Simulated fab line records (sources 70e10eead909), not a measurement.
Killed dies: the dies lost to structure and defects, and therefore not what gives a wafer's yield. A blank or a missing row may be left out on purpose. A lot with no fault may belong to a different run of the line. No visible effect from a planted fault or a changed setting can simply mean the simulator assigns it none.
fab line records | flow nandHarc
record lots=11 wafers=33 lastDay=24
route steps=1159 shown P_GATE@202 P_CONTACT@229 END@1159
lots untouched by any fault: they come from a run of this same line in which no faults occurred
startH: hours from the record's first day to the start of the lot's first wafer shown | waitH: hours from the lot's prior step to this one | " identical to the entry in the row above | L1.1+2: one row covering several wafers at once | - no value, or no start was given | * or withheld: withheld | < > ~ a bound
route shown NAME@n: names a module that has steps shown in the file, with the first one's number in the route | usual: mean/standard deviation of fault-free wafers | same: alike in all rows | chamber/n: place in a boat | sites: each site's reading | _std_site: how widely they spread, as a standard deviation | _edge_site: outer sites' mean less inner sites' | radiusMm: how far each site lies from the wafer's centre | mask NAME#n: copy n | behind: the last tool/chamber to shape the wafer | hold: reason for holding the lot/hours on hold/outcome of the hold | device: whichever transistor did not switch (one of n, p or np) | end of line: the same wafers' tests at the end of the route | step lacking rows: just its recipe | killed: at the first sort, the dies lost to defects and structure; wafer yield is something else | map: per-die view of a wafer (x killed, . not killed, _ where there is no die)
set.NAME: setting as actually run; set.NAME@STEP: the setting as run at that earlier step | model.NAME: the simulator's own value behind a step, which no gauge read
the route's steps for a sample of lots (tables are steps, rows are wafers)
services: the hour from which a tool's chamber was out of use, counted from the record's first day as startH (under 0 if before that day), plus the number of hours and why
## steps
# step NHARC_P_GATE_DESCUM_93
# recipe timeS=3 o2FlowSccm=200 arFlowSccm=0 biasPowerW=0 chemistry=O2
# usual drypumpMotorCurrentA=5.8/0.48 oesProductAu=0.999/0.011 rfVppV=58.0/0.97 showerheadPlenumPTorr=1.95/0.077 throttleValvePct=11.312/0.01
# columns lot.wafer tool chamber startH waitH drypumpMotorCurrentA oesProductAu rfHoursCounterH rfVppV showerheadPlenumPTorr throttleValvePct
L112.3 rieDiel-07 2 115.29 - 6.8 1.018 8 59.1 2.01 11.298
L112.5 " 2 " " 6.8 1.004 - 59.3 2.01 11.324
L112.6 " 3 " " 5.0 0.997 - 57.0 2.05 11.306
L114.4 rieDiel-07 1 130.30 - 6.1 1.012 12 57.4 1.98 11.301
L114.2 " 2 " " 6.8 1.007 11 57.3 2.01 11.319
L114.6 " 2 " " 6.8 1.009 - 59.2 2.01 11.318
L117.1 rieDiel-07 0 136.86 - 6.0 1.000 12 57.0 1.91 11.321
L117.2 " 1 " " 6.1 0.999 13 57.5 1.98 11.321
L117.6 " 0 " " 6.0 0.998 - 58.4 1.91 11.300
L123.1 rieDiel-07 1 185.16 - 6.1 1.014 19 58.5 1.98 11.322
L123.2 " 2 " " 6.8 1.009 25 57.4 2.01 11.309
L123.3 " 3 " " 5.0 0.990 19 59.7 2.05 11.304
L127.2 rieDiel-07 2 203.94 - 6.7 1.020 31 57.6 2.01 11.289
L127.4 " 1 " " 6.1 1.007 25 58.6 1.98 11.309
L127.5 " 2 " " 6.8 1.015 - 57.9 2.01 11.304
L128.3 rieDiel-05 1 204.28 - 5.7 1.006 13 57.8 1.97 11.313
L128.4 " 2 " " 5.5 1.001 16 58.7 1.95 11.321
L128.5 " 1 " " 5.7 1.003 - 58.3 1.97 11.304
L131.2 rieDiel-05 0 217.65 - 5.6 0.981 16 57.8 1.84 11.303
L131.3 " 1 " " 5.7 1.001 17 58.9 1.96 11.324
L131.1 " 3 " " 5.6 0.982 19 58.0 2.00 11.322
L130.1 rieDiel-05 1 218.15 - 5.7 1.005 17 59.4 1.96 11.313
L130.2 " 0 " " 5.6 0.983 16 58.9 1.84 11.320
L130.5 " 2 " " 5.5 0.995 - 58.3 1.95 11.308
L132.2 rieDiel-05 3 228.34 - 5.5 1.005 21 57.8 2.00 11.304
L132.5 " 3 " " 5.6 0.997 - 56.2 2.00 11.305
L132.6 " 0 " " 5.6 0.977 - 58.4 1.84 11.302
L133.1 rieDiel-05 2 235.86 - 5.5 1.003 26 57.6 1.95 11.297
L133.3 " 0 " " 5.6 0.989 22 58.4 1.84 11.312
L133.5 " 1 " " 5.7 1.000 - 59.1 1.96 11.323
L134.1 rieDiel-07 0 250.06 - 6.0 0.976 1 58.9 1.90 11.327
L134.5 " 0 " " 6.0 0.978 - 57.1 1.90 11.300
L134.6 " 1 " " 6.1 0.996 - 57.5 1.98 11.316
# step NHARC_P_GATE_RTA_82
# recipe tempC=450 timeS=30
# usual annealTempCMax=452.4/0.43 lampPowerPct=3.95/0.066 lamp_zone_4_pct=3.95/0.066 wafer_temp_C_max=452.7/0.69
# columns lot.wafer tool chamber startH waitH annealTempCMax lampPowerPct lamp_zone_4_pct wafer_temp_C_max
L112.3 rtpAnneal-01 0 118.16 - 452.4 3.90 3.89 452.9
L112.5 " 0 " " 452.7 3.90 3.90 452.6
L112.6 " 0 " " 452.1 3.90 3.90 454.1
L114.2 rtpAnneal-01 0 133.27 - 452.1 3.90 3.90 453.5
L114.4 " 0 " " 452.5 3.90 3.91 452.6
L114.6 " 0 " " 452.2 3.90 3.89 452.8
L117.1 rtpAnneal-02 0 139.67 - 452.2 4.04 4.04 452.1
L117.2 " 0 " " 452.4 4.04 4.04 452.2
L117.6 " 0 " " 452.8 4.04 4.03 452.1
L123.1 rtpAnneal-01 0 188.58 - 452.2 3.90 3.90 452.4
L123.2 " 0 " " 452.6 3.90 3.90 452.7
L123.3 " 0 " " 452.8 3.89 3.90 452.7
L127.2 rtpAnneal-01 0 207.04 - 451.8 3.90 3.90 453.1
L127.4 " 0 " " 452.2 3.90 3.90 453.6
L127.5 " 0 " " 451.5 3.90 3.90 453.2
L128.3 rtpAnneal-01 0 207.24 - 452.8 3.90 3.90 453.3
L128.4 " 0 " " 452.7 3.90 3.90 453.2
L128.5 " 0 " " 452.5 3.90 3.90 453.1
L131.1 rtpAnneal-02 0 220.64 - 452.5 4.03 4.04 453.0
L131.2 " 0 " " 452.2 4.04 4.05 451.6
L131.3 " 0 " " 453.0 4.04 4.04 453.0
L130.1 rtpAnneal-02 0 220.96 - 451.9 4.04 4.04 451.3
L130.2 " 0 " " 452.0 4.04 4.04 452.7
L130.5 " 0 " " 453.1 4.04 4.05 453.0
L132.2 rtpAnneal-01 0 231.30 - 452.6 3.90 3.89 452.1
L132.5 " 0 " " 452.1 3.89 3.90 453.2
L132.6 " 0 " " 452.9 3.90 3.90 452.9
L133.1 rtpAnneal-02 0 238.65 - 452.5 4.04 4.05 452.8
L133.3 " 0 " " 452.9 4.04 4.04 453.2
L133.5 " 0 " " 452.4 4.04 4.04 451.2
L134.1 rtpAnneal-01 0 252.80 - 451.8 3.90 3.90 453.7
L134.5 " 0 " " 452.6 3.90 3.90 453.1
L134.6 " 0 " " 453.2 3.91 3.90 453.0
# step NHARC_P_CONTACT_EXPOSE_09
# recipe na=1.35 targetCdNm=90 doseMj=81.26 maskId=P_CA
# columns lot.wafer tool chamber startH waitH mask
L112.3+5+6 arfiScanner-02 0 120.07 - P_CA#0
L114.2+4+6 arfiScanner-02 0 134.91 - P_CA_R1#0
L117.1+2+6 arfiScanner-01 0 141.33 - P_CA#0
L123.1+2+3 arfiScanner-01 0 190.16 - P_CA#0
L127.2+4+5 arfiScanner-03 0 208.69 - P_CA#0
L128.3+4+5 arfiScanner-01 0 208.86 - P_CA#0
L131.1+2+3 arfiScanner-01 0 222.21 - P_CA#0
L130.1+2+5 arfiScanner-02 0 222.83 - P_CA#0
L132.2+5+6 arfiScanner-02 0 233.14 - P_CA#0
L133.1+3+5 arfiScanner-02 0 240.20 - P_CA#0
L134.1+5+6 arfiScanner-03 0 254.48 - P_CA#0
# step NHARC_P_CONTACT_CD_MEAS_12
# recipe targetCdNm=90 landingEnergyEv=500
# usual cdNm=89.6/0.67
# columns lot.wafer tool chamber startH waitH cdNm
L112.3 cdSem-03 0 120.20 - 90.4
L112.5 " 0 " " 89.0
L112.6 " 0 " " 89.8
L114.2 cdSem-01 0 135.05 - 97.9
L114.4 " 0 " " 98.2
L114.6 " 0 " " 97.8
L117.1 cdSem-03 0 141.47 - 90.4
L117.2 " 0 " " 89.7
L117.6 " 0 " " 90.7
L123.1 cdSem-03 0 190.30 - 90.8
L123.2 " 0 " " 89.2
L123.3 " 0 " " 89.0
L127.2 cdSem-03 0 208.83 - 88.8
L127.4 " 0 " " 90.2
L127.5 " 0 " " 89.1
L128.3 cdSem-03 0 209.00 - 90.0
L128.4 " 0 " " 89.0
L128.5 " 0 " " 89.3
L131.1 cdSem-03 0 222.35 - 88.4
L131.2 " 0 " " 88.7
L131.3 " 0 " " 88.8
L130.1 cdSem-01 0 222.97 - 90.6
L130.2 " 0 " " 91.2
L130.5 " 0 " " 89.8
L132.2 cdSem-02 0 233.28 - 88.6
L132.5 " 0 " " 90.0
L132.6 " 0 " " 89.2
L133.1 cdSem-03 0 240.34 - 88.7
L133.3 " 0 " " 89.1
L133.5 " 0 " " 89.3
L134.1 cdSem-03 0 254.62 - 90.2
L134.5 " 0 " " 90.0
L134.6 " 0 " " 89.8
# step NHARC_P_CONTACT_ETCH_36
# recipe targetDepthA=2600 overEtchFrac=0.25 timeS=406.25 ionEnergyEv=200 n2FlowSccm=150 h2FlowSccm=150 arFlowSccm=0 rfW=400 biasW=150 chemistry=N2/H2
# usual drypumpMotorCurrentA=5.6/0.46 oesProductAu=1.003/0.0089 rfVppV=430/3.1 showerheadPlenumPTorr=2.02/0.11 throttleValvePct=14.171/0.0091
# columns lot.wafer tool chamber startH waitH drypumpMotorCurrentA oesProductAu rfHoursCounterH rfVppV showerheadPlenumPTorr throttleValvePct
L112.3 rieDiel-08 3 - - 5.6 1.001 15 428 1.92 14.169
L112.6 " 0 " " 6.5 1.012 - 433 2.13 14.165
L112.5 " 3 " " 5.6 0.999 - 428 1.92 14.169
L114.2 rieDiel-10 3 - - 6.0 1.001 13 434 2.19 14.156
L114.4 " 0 " " 5.0 0.997 12 428 1.94 14.156
L114.6 " 2 " " 5.7 0.999 - 430 2.01 14.163
L117.1 rieDiel-08 0 - - 6.5 0.999 1 433 2.13 14.166
L117.2 " 1 " " 5.4 1.013 1 434 2.18 14.168
L117.6 " 1 " " 5.4 1.014 - 435 2.18 14.165
L123.2 rieDiel-08 3 - - 5.6 1.013 6 428 1.92 14.179
L123.1 " 1 " " 5.4 1.003 6 434 2.17 14.179
L123.3 " 2 " " 5.4 0.998 6 425 1.89 14.169
L127.2 rieDiel-02 0 - - 5.1 0.999 18 427 1.89 14.176
L127.4 " 3 " " 5.7 1.021 17 431 2.07 14.179
L127.5 " 1 " " 6.0 1.000 - 430 2.02 14.169
L128.4 rieDiel-08 3 - - 5.6 1.004 8 427 1.92 14.162
L128.3 " 0 " " 6.5 0.999 7 434 2.13 14.182
L128.5 " 2 " " 5.4 1.011 - 425 1.89 14.173
L131.1 rieDiel-10 3 - - 6.0 0.991 6 433 2.19 14.178
L131.2 " 1 " " 4.9 0.997 5 432 2.06 14.160
L131.3 " 2 " " 5.7 0.987 6 430 2.00 14.175
L130.1 rieDiel-02 1 - - 6.0 0.997 22 429 2.02 14.180
L130.2 " 0 " " 5.1 1.027 23 427 1.89 14.170
L130.5 " 2 " " 5.9 1.016 - 428 1.92 14.175
L132.2 rieDiel-08 3 - - 5.6 1.001 10 427 1.92 14.158
L132.6 " 0 " " 6.4 0.999 - 434 2.13 14.163
L132.5 " 1 " " 5.4 1.000 - 434 2.17 14.165
L133.3 rieDiel-10 3 - - 6.0 0.999 9 435 2.19 14.163
L133.1 " 1 " " 4.9 1.001 8 432 2.06 14.159
L133.5 " 3 " " 6.0 0.995 - 434 2.19 14.184
L134.1 rieDiel-08 2 - - 5.4 0.999 12 426 1.89 14.163
L134.5 " 2 " " 5.4 0.999 - 425 1.89 14.170
L134.6 " 3 " " 5.6 0.988 - 427 1.92 14.169
# step NHARC_P_CONTACT_CD_MEAS_19
# usual cdNm=89.4/1.6
# columns lot.wafer tool chamber startH waitH cdNm
L112.3 cdSem-01 - 121.41 - 86.9
L112.5 " - " " 85.8
L112.6 " - " " 89.1
L114.2 cdSem-03 - 136.11 - 96.4
L114.4 " - " " 98.8
L114.6 " - " " 95.5
L117.1 cdSem-03 - 142.71 - 92.0
L117.2 " - " " 90.4
L117.6 " - " " 90.3
L123.1 cdSem-01 - 191.38 - 91.6
L123.2 " - " " 88.6
L123.3 " - " " 89.3
L127.2 cdSem-03 - 209.92 - 87.5
L127.4 " - " " 87.9
L127.5 " - " " 88.1
L128.3 cdSem-03 - 210.06 - 89.2
L128.4 " - " " 88.0
L128.5 " - " " 90.6
L131.1 cdSem-02 - 223.40 - 86.7
L131.2 " - " " 88.2
L131.3 " - " " 89.0
L130.1 cdSem-02 - 224.69 - 90.9
L130.2 " - " " 89.1
L130.5 " - " " 90.6
L132.2 cdSem-03 - 234.42 - 88.1
L132.5 " - " " 90.1
L132.6 " - " " 88.7
L133.1 cdSem-03 - 241.55 - 89.0
L133.3 " - " " 88.8
L133.5 " - " " 89.8
L134.1 cdSem-02 - 255.68 - 92.0
L134.5 " - " " 92.4
L134.6 " - " " 89.7
# step NHARC_END_SORT_01
# recipe tempC=25
# usual killedAtArray=29/11 killedAtOther=0.7/1.1 killedAtPeriphery=3.1/2 killedDies=33/11 killedOpen=3.5/1.8 killedShort=2.0/1.4
# same grossDies=677
# columns lot.wafer tool chamber startH waitH killedAtArray killedAtOther killedAtPeriphery killedDies killedOpen killedShort
L114.4 prober-02 0 494.21 3.4 17 0 6 23 3 6
# killed by level:class
L114.4 A_CHANNEL_HOLE_D1:chamberFilmFlake=4 P_CONTACT:areaExpose=3 P_STI:chamberFilmFlake=2 A_STAIRCASE:chamberFilmFlake=2 A_CONTACT:chamberFilmFlake=2 P_CONTACT:geometricParticle:short=1 A_ONON_D1:geometricParticle:short=1 A_ONON_D1:geometricParticle:open=1
## services
# columns tool chamber startH hours kind
rieDiel-10 0 93.68 3.7 repair
rieDiel-10 2 96.95 3.0 repair
arfiScanner-01 - 108.69 2.4 repair
rieDiel-08 1 113.04 8.9 repair
rieDiel-08 - 124.80 9.0 pm
rieDiel-05 3 125.60 10.1 repair
rieDiel-02 0 129.22 26.0 repair
arfiScanner-03 - 140.00 4.0 pm
arfiScanner-01 - 142.26 0.4 repair
rieDiel-02 - 150.76 9.0 pm
rieDiel-05 - 163.70 9.0 pm
arfiScanner-01 - 164.09 1.1 repair
rieDiel-07 1 164.41 13.7 repair
rieDiel-07 3 168.86 7.2 repair
rieDiel-10 - 176.50 9.0 pm
rieDiel-07 0 182.79 13.6 repair
arfiScanner-01 - 196.00 4.0 pm
arfiScanner-03 - 212.20 0.3 repair
rieDiel-08 2 222.42 3.2 repair
rieDiel-05 1 223.34 2.1 repair
rieDiel-08 3 226.48 5.6 repair
rieDiel-07 - 228.52 9.0 pm
rieDiel-10 2 236.64 15.1 repair
rieDiel-07 - 246.38 1.0 repair
## key
firstSign step=NHARC_P_CONTACT_EXPOSE_09 reading=mask direction=changed
effect step=NHARC_P_CONTACT_CD_MEAS_12 reading=cdNm direction=up sigmas=12 usual=89.6 struck=98.0
effect step=NHARC_P_CONTACT_CD_MEAS_19 reading=cdNm direction=up sigmas=4.8 usual=89.4 struck=96.9
metAt NHARC_P_CONTACT_EXPOSE_09
struckLots L114
testerLeftOut L114
notActingAt NHARC_P_GATE_DESCUM_93,NHARC_P_GATE_RTA_82,NHARC_P_CONTACT_ETCH_36
onsetBetween 120.07 134.91
fault kind=wrongMask tool=any chamber=- onsetH=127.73 steps=NHARC_P_CONTACT_EXPOSE_09 auxCopy=P_CA_R1#0 cdOffsetNm=8.2047 scope=struckLotsOnly
# testerLeftOut: of these lots the tester's yield and bins aren't shown, on N5 and GAA mostly nor the transistor test; their killed dies are dies lost to structure and defects alone, not to doping, threshold or leakage, so they don't give the yield
